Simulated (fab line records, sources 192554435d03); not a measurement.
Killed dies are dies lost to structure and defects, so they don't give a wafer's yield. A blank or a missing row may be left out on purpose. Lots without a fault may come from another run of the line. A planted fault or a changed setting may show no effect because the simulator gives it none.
fab line records | flow n5_finfet
record lots=6 wafers=18 last_day=17
route steps=1938 shown HKMG_FIN@430 PASSIVATION@1936
lots that met no fault: from a run of the same line without faults
start_h: hours from the record's first day to the start of the lot's first wafer shown | wait_h: hours since the lot's step before | " the same as in the row above | L1.1+2: a row that stands for several wafers | - no value, or no start given | * or withheld: withheld | < > ~ a bound
route shown NAME@n: a module of which the file shows steps, and the number in the route of the first | usual: mean/standard deviation of fault-free wafers | same: alike in all rows | chamber/n: place in a boat | sites: the reading at each site | _std_site: their standard deviation | _edge_site: outer sites' mean less inner sites' | radius_mm: how far each site lies from the wafer's centre | mask NAME#n: copy n | behind: the tool/chamber that last shaped the wafer | hold: why the lot was held/for how many hours/how that ended | device: the transistor (n, p or np) that didn't switch | end of line: the same wafers' tests at the end of the route | a step without rows: its recipe alone | killed: dies lost to structure and defects at the first sort, not the wafer's yield | map: a wafer's dies, x killed, . not, _ none there
set.NAME: the setting as run; set.NAME@STEP: as run at that earlier step | model.NAME: the simulator's own value behind a step, which no gauge read
lots at some steps of the route; a table a step, a row a wafer
services: from which hour (start_h, from the record's first day; less than 0 if before it) a tool's chamber was out of use, for how many hours, and why
## steps
# step N5_HKMG_FIN_CD_MEAS_12
# recipe target_cd_nm=92.8 landing_energy_ev=500 detector=se_inlens
# usual cd_nm=92.8/0.86
# columns lot.wafer tool chamber start_h wait_h cd_nm
L145.1 cd_sem-03 0 114.57 - 92.4
L145.2 " 0 " " 93.1
L145.6 " 0 " " 92.6
L146.2 cd_sem-03 0 117.94 - 93.1
L146.3 " 0 " " 93.2
L146.4 " 0 " " 92.1
L153.3 cd_sem-03 0 157.51 - 92.5
L153.4 " 0 " " 93.9
L153.6 " 0 " " 91.5
L157.2 cd_sem-02 0 186.53 - 91.8
L157.3 " 0 " " 91.8
L157.5 " 0 " " 92.7
L159.3 cd_sem-02 0 197.90 - 93.0
L159.4 " 0 " " 93.2
L159.6 " 0 " " 93.3
L160.3 cd_sem-03 0 204.42 - 93.2
L160.4 " 0 " " 94.6
L160.6 " 0 " " 93.7
# step N5_HKMG_FIN_OVL_MEAS_13
# recipe points_per_wafer=44
# usual NWFM_OVL=0.3/0.71
# columns lot.wafer tool chamber start_h wait_h NWFM_OVL[nm]
L145.1 overlay-02 0 114.60 0.0 0.4
L145.2 " 0 " " 0.7
L145.6 " 0 " " 1.0
L146.2 overlay-02 0 117.97 0.0 1.2
L146.3 " 0 " " 0.8
L146.4 " 0 " " 0.7
L153.3 overlay-01 0 157.53 0.0 -0.3
L153.4 " 0 " " -0.2
L153.6 " 0 " " -0.6
L157.2 overlay-02 0 186.56 0.0 0.8
L157.3 " 0 " " 1.1
L157.5 " 0 " " 1.0
L159.3 overlay-02 0 197.93 0.0 0.8
L159.4 " 0 " " -1.4
L159.6 " 0 " " -0.1
L160.3 overlay-02 0 204.45 0.0 -1.4
L160.4 " 0 " " 0.7
L160.6 " 0 " " -0.1
# step N5_HKMG_FIN_INSPECT_14
# recipe mode=adi inspect_instrument=macro
# usual raw_defect_count=2.1/1.4
# columns lot.wafer tool chamber start_h wait_h raw_defect_count
L145.1 defect_inspect-02 - 114.62 0.0 3
L145.2 " - " " 0
L145.6 " - " " 2
L146.2 defect_inspect-02 - 118.00 0.0 6
L146.3 " - " " 3
L146.4 " - " " 1
L153.3 defect_inspect-02 - 157.56 0.0 2
L153.4 " - " " 3
L153.6 " - " " 1
L157.2 defect_inspect-02 - 186.58 0.0 4
L157.3 " - " " 3
L157.5 " - " " 3
L159.3 defect_inspect-01 - 197.95 0.0 2
L159.4 " - " " 3
L159.6 " - " " 2
L160.3 defect_inspect-01 - 204.47 0.0 3
L160.4 " - " " 4
L160.6 " - " " 2
# step N5_HKMG_FIN_DESCUM_17
# recipe chemistry=O2 time_s=7.9 source_power_w=50 bias_power_w=20 pressure_mtorr=20 rf_frequency_hz=2.712e+07 temp_c=40 resist=CAR-ArF o2_flow_sccm=225
# usual bias_power_w=20.00/0.066 drypump_motor_current_A=5.9/0.47 oes_product_au=0.80/0.078 rf_vpp_V=244.0/1.3 showerhead_plenum_p_Torr=2.16/0.063 throttle_valve_pct=20.4/0.37
# columns lot.wafer tool chamber start_h wait_h bias_power_w drypump_motor_current_A oes_product_au rf_hours_counter_h rf_vpp_V showerhead_plenum_p_Torr throttle_valve_pct
L145.1 rie_diel-05 2 114.66 0.0 20.04 5.5 0.86 58 241.8 2.03 20.0
L145.2 " 0 " " 19.88 6.2 0.94 8 245.6 2.24 20.1
L145.6 " 1 " " 20.02 5.8 0.76 - 245.7 2.22 21.1
L146.2 rie_diel-05 2 118.03 0.0 19.98 5.4 0.86 59 241.4 2.03 20.0
L146.3 " 3 " " 19.96 5.8 0.71 197 244.9 2.17 20.0
L146.4 " 1 " " 19.92 5.8 0.76 127 244.5 2.22 21.1
L153.3 rie_diel-04 2 157.59 0.0 20.07 6.3 0.83 79 245.5 2.23 20.5
L153.4 " 0 " " 19.92 5.0 0.87 43 240.9 2.08 20.9
L153.6 " 2 " " 19.96 6.3 0.83 - 245.0 2.23 20.5
L157.2 rie_diel-04 1 186.62 0.0 20.01 5.8 0.69 231 243.5 2.13 20.1
L157.3 " 2 " " 19.90 6.3 0.81 90 245.5 2.22 20.5
L157.5 " 3 " " 19.95 6.3 0.83 - 242.4 2.14 20.2
L159.3 rie_diel-04 1 197.98 0.0 20.02 5.8 0.68 235 242.3 2.13 20.1
L159.4 " 0 " " 20.03 5.0 0.84 58 242.3 2.07 20.9
L159.6 " 2 " " 20.16 6.3 0.80 - 243.5 2.22 20.5
L160.3 rie_diel-04 3 204.54 0.1 20.01 6.3 0.83 86 243.8 2.13 20.3
L160.4 " 3 " " 19.92 6.3 0.82 - 243.0 2.13 20.3
L160.6 " 2 " " 19.94 6.3 0.80 - 243.5 2.22 20.5
# step N5_HKMG_FIN_ETCH_31
# recipe chemistry=CF4 target=SiARC target_depth_a=455 mask_material=CAR-ArF time_s=75.8 ion_energy_ev=80 pressure_mtorr=40 source_w=545 bias_w=36 Ar_flow_sccm=100 cf4_flow_sccm=100 ends=cleared
# usual drypump_motor_current_A=5.9/0.47 etch_rf_on_time_s=75.3/1.9 oes_product_au=0.68/0.071 rf_vpp_V=184.8/1.1 showerhead_plenum_p_Torr=2.20/0.055 throttle_valve_pct=15.53/0.24
# columns lot.wafer tool chamber start_h wait_h drypump_motor_current_A etch_rf_on_time_s oes_product_au rf_hours_counter_h rf_vpp_V showerhead_plenum_p_Torr throttle_valve_pct
L145.1 rie_diel-05 2 114.69 0.0 5.4 74.0 0.74 58 183.7 2.11 15.38
L145.2 " 0 " " 6.2 76.2 0.80 8 185.0 2.27 15.20
L145.6 " 1 " " 5.8 74.2 0.66 - 184.6 2.23 15.94
L146.2 rie_diel-05 2 118.07 0.0 5.4 72.2 0.74 59 183.3 2.11 15.38
L146.3 " 3 " " 5.8 75.1 0.62 197 184.8 2.20 15.32
L146.4 " 1 " " 5.8 73.4 0.67 127 184.9 2.23 15.95
L153.3 rie_diel-04 2 157.63 0.0 6.2 74.1 0.71 79 185.5 2.25 15.56
L153.4 " 0 " " 5.0 75.1 0.75 43 183.9 2.09 15.69
L153.6 " 2 " " 6.3 73.8 0.70 - 186.0 2.25 15.57
L157.2 rie_diel-04 1 186.65 0.0 5.8 78.5 0.58 231 185.4 2.21 15.59
L157.3 " 2 " " 6.3 74.6 0.69 90 185.3 2.25 15.62
L157.5 " 3 " " 6.3 74.7 0.71 - 185.0 2.16 15.29
L159.3 rie_diel-04 1 198.02 0.0 5.8 79.3 0.57 235 184.5 2.21 15.60
L159.4 " 0 " " 4.9 74.3 0.74 58 182.6 2.08 15.73
L159.6 " 2 " " 6.3 73.8 0.69 - 187.7 2.24 15.61
L160.3 rie_diel-04 3 204.57 0.0 6.3 74.6 0.70 86 185.4 2.16 15.30
L160.4 " 3 " " 6.3 74.8 0.70 - 185.0 2.16 15.31
L160.6 " 2 " " 6.3 75.2 0.68 - 186.7 2.24 15.61
# step N5_HKMG_FIN_ETCH_32
# recipe chemistry=N2/H2 target=SOC target_depth_a=2400 temp_c=40 time_s=300 ion_energy_ev=200 mask_material=SiARC pressure_mtorr=30 source_w=840 bias_w=150 n2_flow_sccm=200 h2_flow_sccm=200
# usual drypump_motor_current_A=5.9/0.46 n2_flow_sccm=200.0/0.62 oes_product_au=0.80/0.081 rf_vpp_V=526.0/2 showerhead_plenum_p_Torr=2.62/0.08 throttle_valve_pct=17.7/0.33
# columns lot.wafer tool chamber start_h wait_h drypump_motor_current_A n2_flow_sccm oes_product_au rf_hours_counter_h rf_vpp_V showerhead_plenum_p_Torr throttle_valve_pct
L145.1 rie_diel-05 2 114.75 0.0 5.4 199.4 0.86 58 521.4 2.48 17.5
L145.2 " 0 " " 6.2 199.4 0.94 8 528.7 2.68 17.3
L145.6 " 1 " " 5.8 200.0 0.78 - 527.9 2.66 18.2
L146.2 rie_diel-05 2 118.12 0.0 5.5 198.9 0.87 59 522.5 2.48 17.5
L146.3 " 3 " " 5.8 199.1 0.74 197 525.0 2.61 17.3
L146.4 " 1 " " 5.9 200.3 0.77 127 527.5 2.66 18.2
L153.3 rie_diel-04 2 157.68 0.0 6.3 200.3 0.83 80 527.7 2.71 18.0
L153.4 " 0 " " 5.0 201.5 0.89 43 522.4 2.45 17.7
L153.6 " 2 " " 6.3 200.0 0.83 - 526.7 2.71 18.0
L157.2 rie_diel-04 1 186.71 0.0 5.8 199.4 0.67 231 526.4 2.63 17.8
L157.3 " 2 " " 6.3 199.9 0.80 90 526.9 2.71 18.0
L157.5 " 3 " " 6.3 199.8 0.83 - 525.7 2.60 17.7
L159.3 rie_diel-04 1 198.07 0.0 5.8 199.6 0.66 236 526.0 2.63 17.9
L159.4 " 0 " " 5.0 200.2 0.87 58 524.4 2.44 17.7
L159.6 " 2 " " 6.3 200.7 0.81 - 527.6 2.70 18.0
L160.3 rie_diel-04 3 204.63 0.0 6.3 199.5 0.82 86 525.1 2.59 17.8
L160.4 " 3 " " 6.3 199.9 0.82 - 524.7 2.59 17.7
L160.6 " 2 " " 6.3 199.6 0.80 - 527.0 2.70 18.0
# step N5_HKMG_FIN_STRIP_33
# recipe chemistry=N2/H2 temp_c=40 n2_flow_sccm=200 h2_flow_sccm=200 rf_frequency_hz=6e+07
# step N5_HKMG_FIN_STRIP_34
# recipe chemistry=CF4 resist=SiARC power_w=300 bias_power_w=75 pressure_mtorr=50 cf4_flow_sccm=150 rf_frequency_hz=6e+07
# step N5_HKMG_FIN_ETCH_35
# recipe chemistry=N2/H2 target=SOC target_depth_a=2158 ion_energy_ev=65 bias_w=5 source_w=3000 time_s=243.4 pressure_mtorr=30 n2_flow_sccm=200 h2_flow_sccm=200
# usual drypump_motor_current_A=5.9/0.46 n2_flow_sccm=200.0/0.6 oes_product_au=0.80/0.082 rf_vpp_V=142.1/0.93 showerhead_plenum_p_Torr=2.62/0.078 throttle_valve_pct=17.7/0.33
# columns lot.wafer tool chamber start_h wait_h drypump_motor_current_A n2_flow_sccm oes_product_au rf_hours_counter_h rf_vpp_V showerhead_plenum_p_Torr throttle_valve_pct
L145.1 rie_diel-05 2 114.96 0.0 5.4 200.2 0.87 58 141.7 2.48 17.5
L145.2 " 0 " " 6.2 199.1 0.94 8 143.1 2.68 17.3
L145.6 " 1 " " 5.8 200.1 0.77 - 142.9 2.66 18.2
L146.2 rie_diel-05 2 118.33 0.0 5.4 200.0 0.88 59 141.4 2.48 17.5
L146.3 " 3 " " 5.9 199.0 0.72 197 142.2 2.61 17.3
L146.4 " 1 " " 5.9 200.2 0.78 127 142.0 2.66 18.2
L153.3 rie_diel-04 2 157.89 0.0 6.3 199.3 0.84 80 142.5 2.71 18.0
L153.4 " 0 " " 5.0 199.2 0.89 43 141.7 2.45 17.7
L153.6 " 2 " " 6.3 199.6 0.83 - 142.0 2.71 18.0
L157.2 rie_diel-04 1 186.92 0.0 5.8 199.2 0.67 231 141.3 2.63 17.8
L157.3 " 2 " " 6.3 200.3 0.80 90 144.2 2.71 18.0
L157.5 " 3 " " 6.3 201.0 0.84 - 141.0 2.60 17.7
L159.3 rie_diel-04 1 198.29 0.0 5.8 199.9 0.67 236 142.0 2.63 17.9
L159.4 " 0 " " 5.0 201.0 0.87 58 140.2 2.44 17.7
L159.6 " 2 " " 6.3 199.2 0.81 - 141.3 2.70 18.0
L160.3 rie_diel-04 3 204.84 0.0 6.3 200.6 0.82 86 141.4 2.59 17.7
L160.4 " 3 " " 6.3 201.1 0.83 - 142.0 2.59 17.8
L160.6 " 2 " " 6.3 198.9 0.81 - 142.1 2.70 18.0
# step N5_HKMG_FIN_STRIP_92
# recipe chemistry=N2/H2 material=SOC time_s=20 power_w=500 temp_c=40 pressure_mtorr=50 rf_frequency_hz=6e+07 bias_power_w=8 h2_frac=0.5 n2_flow_sccm=300 h2_flow_sccm=300
# step N5_HKMG_FIN_WET_ETCH_18
# recipe chemistry=SC1 target=TiN mix=1:1:5 temp_c=* time_s=55 target_depth_nm=5.2 dry=ipa_marangoni rinse_time_s=30 rinse_temp_c=23
# step N5_HKMG_FIN_STRIP_19
# recipe chemistry=N2/H2 power_w=2500 temp_c=300 h2_frac=0.65 time_s=360 pressure_mtorr=withheld n2_flow_sccm=1750 h2_flow_sccm=3250
# usual drypump_motor_current_A=5.60/0.25 heater_power_w=502/45 n2_flow_sccm=1750/4.9
# columns lot.wafer tool chamber start_h wait_h drypump_motor_current_A heater_power_w n2_flow_sccm rf_hours_counter_h
L145.1 plasma_asher-02 0 115.25 0.0 5.20 424 1754 99
L145.2 " 1 " " 5.80 511 1748 99
L145.6 " 1 " " 5.79 517 1753 -
L146.2 plasma_asher-01 0 118.63 0.0 5.87 521 1749 44
L146.3 " 1 " " 5.54 559 1748 -
L146.4 " 0 " " 5.87 527 1747 -
L153.3 plasma_asher-02 1 158.31 0.1 5.79 522 1748 -
L153.4 " 0 " " 5.21 408 1748 -
L153.6 " 0 " " 5.21 428 1752 -
L157.2 plasma_asher-01 0 187.22 0.0 5.86 512 1757 57
L157.3 " 1 " " 5.54 550 1749 -
L157.5 " 0 " " 5.84 519 1748 -
L159.3 plasma_asher-01 1 198.70 0.1 5.53 546 1746 -
L159.4 " 0 " " 5.84 507 1745 -
L159.6 " 0 " " 5.85 521 1761 -
L160.3 plasma_asher-01 0 205.25 0.1 5.83 527 1755 -
L160.4 " 1 " " 5.53 548 1742 -
L160.6 " 0 " " 5.84 517 1759 -
# step N5_HKMG_FIN_ALD_91
# recipe material=TiN target_thk_a=10 temp_c=400 ald_precursor_family=TiCl4 ald_co_reactant=NH3 pulse_time_s=1 purge_time_s=3 co_reactant_purge_time_s=2 co_reactant_pulse_time_s=2 ald_cycles=47 pressure_torr=3
# usual ald_cycles=47/0 heater_power_w=882/51 precursor_pulse_height_rel=1.000/0.019 susceptor_temp_C=399.98/0.2
# same co_reactant_pulse_time_s=2
# columns lot.wafer tool chamber start_h wait_h ald_cycles heater_power_w precursor_pulse_height_rel susceptor_temp_C
L145.1 ald_metal-03 0 115.64 0.3 51 812 0.971 399.80
L145.2 " 2 " " 51 902 0.996 400.24
L145.6 " 0 " " 51 829 0.980 400.13
L146.2 ald_metal-03 0 119.01 0.3 51 818 0.971 399.78
L146.3 " 3 " " 51 826 1.023 399.97
L146.4 " 1 " " 51 911 1.016 399.88
L153.3 ald_metal-04 1 158.57 0.1 47 931 1.039 399.68
L153.4 " 3 " " 47 961 0.999 399.97
L153.6 " 1 " " 47 984 0.992 399.69
L157.2 ald_metal-03 0 187.61 0.3 47 835 1.009 400.18
L157.3 " 3 " " 47 850 1.028 400.11
L157.5 " 1 " " 47 899 1.012 399.81
L159.3 ald_metal-02 2 198.96 0.1 47 864 0.990 400.22
L159.4 " 3 " " 47 752 0.995 399.81
L159.6 " 0 " " 47 945 0.963 399.83
L160.3 ald_metal-03 3 205.52 0.1 47 875 1.003 399.80
L160.4 " 1 " " 47 900 1.027 400.21
L160.6 " 3 " " 47 845 0.988 399.96
# step N5_HKMG_FIN_COAT_85
# recipe resist=SOC temp_c=250 time_s=60 spin_rpm=1500 resist_thk_nm=300
# step N5_PASSIVATION_PROBE_49
# usual killed_at_M0_to_M3=33/9.9 killed_at_M4_up=15/5.6 killed_at_contacts=13/5.7 killed_at_front_end=38/12 killed_at_other=4/3.1 killed_dies=103/17 killed_open=66/13 killed_short=32/7.8
# same gross_dies=1180 killed_at_back_side=0
# columns lot.wafer tool chamber start_h wait_h killed_at_M0_to_M3 killed_at_M4_up killed_at_contacts killed_at_front_end killed_at_other killed_dies killed_open killed_short
L159.3 prober-02 - 400.05 0.1 29 11 22 40 15 117 71 42
L159.4 prober-02 - 400.10 0.2 27 15 21 37 3 103 71 27
L159.6 prober-02 - 400.20 0.3 35 16 15 22 5 93 65 24
# killed by level:class
L159.3 MOL_CONTACT_COAG:geometric_particle:open=13 GATE_CUT:geometric_particle:short=8 BEOL_M0_SAQP:geometric_particle:short=8 MOL_CONTACT_COAG:geometric_particle:short=7 BEOL_M0_SAQP:geometric_particle:open=7 DUMMY_GATE:geometric_particle:open=6 FIN_SAQP:geometric_particle:short=5 STI_FIN_REVEAL:geometric_particle:open=5
L159.4 MOL_CONTACT_COAG:geometric_particle:open=18 FIN_SAQP:geometric_particle:open=10 STI_FIN_REVEAL:geometric_particle:open=10 BEOL_M0_SAQP:geometric_particle:short=8 BEOL_M0_SAQP:geometric_particle:open=8 BEOL_M4:geometric_particle:open=4 FIN_SAQP:geometric_particle:short=3 ILD0:geometric_particle:short=3
L159.6 BEOL_M3:geometric_particle:open=13 MOL_CONTACT_COAG:geometric_particle:open=13 BEOL_M0_SAQP:geometric_particle:open=6 GATE_CUT:geometric_particle:short=5 BEOL_M0_SAQP:geometric_particle:short=4 BEOL_M3:geometric_particle:short=4 BEOL_M4:geometric_particle:open=4 BEOL_M5:geometric_particle:open=4
## services
# columns tool chamber start_h hours kind
ald_metal-04 - 112.18 0.4 repair
rie_diel-05 2 133.03 8.9 repair
rie_diel-04 - 137.93 0.3 repair
ald_metal-02 3 147.77 19.4 repair
ald_metal-03 0 155.29 8.0 repair
ald_metal-04 1 173.83 34.1 repair
plasma_asher-02 - 176.13 1.0 repair
## key
first_sign step=N5_HKMG_FIN_ALD_91 reading=ald_cycles direction=up sigmas=99+ usual=* struck=*
effect none on later readings
met_at N5_HKMG_FIN_ALD_91
struck_wafers L145.1,L145.2,L145.6,L146.2,L146.3,L146.4
tester_left_out L145,L146
fault kind=process_parameter_drift tool=ald_metal-03 chamber=- onset_h=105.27 steps=N5_HKMG_FIN_ALD_91 channel=ald_cycles offset=* shape=step end_h=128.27 acts_in=* stated=*
# tester_left_out: of these lots the tester's yield and bins aren't shown, on N5 and GAA mostly nor the transistor test; their killed dies are dies lost to structure and defects alone, not to doping, threshold or leakage, so they don't give the yield
